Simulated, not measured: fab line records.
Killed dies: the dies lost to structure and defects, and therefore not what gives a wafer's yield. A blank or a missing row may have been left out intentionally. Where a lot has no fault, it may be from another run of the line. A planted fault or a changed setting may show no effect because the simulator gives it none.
Which tool is to blame? -- flow nandHarc -- 6 lots with 18 wafers sampled at 5 steps, on a route of 1302 steps

== WHAT THE GAUGES READ, wafer by wafer ==
NHARC_END_SORT_01.
lot,measured,on,killedAtArray
L459,day 34 02:04,prober-01,33

== TOOL THAT RAN EACH LOT (tool first, then ch and the chambers of the sampled wafers, then the start) ==
lot,NHARC_P_GATE_DESCUM_48,NHARC_P_GATE_STRIP_112,NHARC_P_GATE_STRIP_113,NHARC_P_GATE_STRIP_67
L439,"rieDiel-02 ch 0,1,2, day 6 05:00","plasmaAsher-02 ch 0,1, day 6 06:59","plasmaAsher-02 ch 0,1, day 6 08:43","wetBench-01 ch 0,2,3, day 6 10:49"
L441,"rieDiel-10 ch 0,2,3, day 7 05:39","plasmaAsher-02 ch 0,1, day 7 07:37","plasmaAsher-01 ch 0,1, day 7 09:39","wetBench-05 ch 1,3,6, day 7 11:45"
L442,"rieDiel-02 ch 0,1,3, day 7 23:29","plasmaAsher-02 ch 0,1, day 8 01:28","plasmaAsher-02 ch 0,1, day 8 03:11","wetBench-07 ch 1,5,7, day 8 05:17"
L445,"rieDiel-10 ch 2,3, day 8 19:16","plasmaAsher-02 ch 0,1, day 8 21:19","plasmaAsher-01 ch 0,1, day 8 22:58","wetBench-07 ch 0,2,7, day 9 01:04"
L447,"rieDiel-10 ch 0,2,3, day 9 23:06","plasmaAsher-02 ch 0,1, day 10 01:14","plasmaAsher-01 ch 0,1, day 10 02:56","wetBench-05 ch 1,3,5, day 10 05:01"
L459,"rieDiel-06 ch 1,2,3, day 14 14:49","plasmaAsher-02 ch 0,1, day 14 16:56","plasmaAsher-01 ch 0,1, day 14 18:31","wetBench-07 ch 1,4,5, day 14 20:35"
- NHARC_P_GATE_DESCUM_48: chemistry O2, time 3 s.
- NHARC_P_GATE_STRIP_112: strips in N2/H2, time 200 s.
- NHARC_P_GATE_STRIP_113: strips in N2/H2, time 740 s.
- NHARC_P_GATE_STRIP_67: strips in SPM, time 600 s.

== THE ANSWER, worked out from the rows above alone ==
Rule: usual is defined by the lots themselves. The widest of any qualifying gaps counts: lots, ordered by their means at a reading, are off when they make up no more than a third of the lots, leave a main group of 4 or more, and stand apart from it by 3 or more times the standard deviation of that group's means. A main group is skipped when, at the precision printed for the reading in the tables above, its means are all equal. A lot without any number at a reading at which 4 lots or more have one is off too. All remaining lots with rows at the step are treated as sound.
No lot is off on any of the readings shown, so nothing can be concluded from this.

== WHAT WAS PUT IN BY THE SIMULATOR ==
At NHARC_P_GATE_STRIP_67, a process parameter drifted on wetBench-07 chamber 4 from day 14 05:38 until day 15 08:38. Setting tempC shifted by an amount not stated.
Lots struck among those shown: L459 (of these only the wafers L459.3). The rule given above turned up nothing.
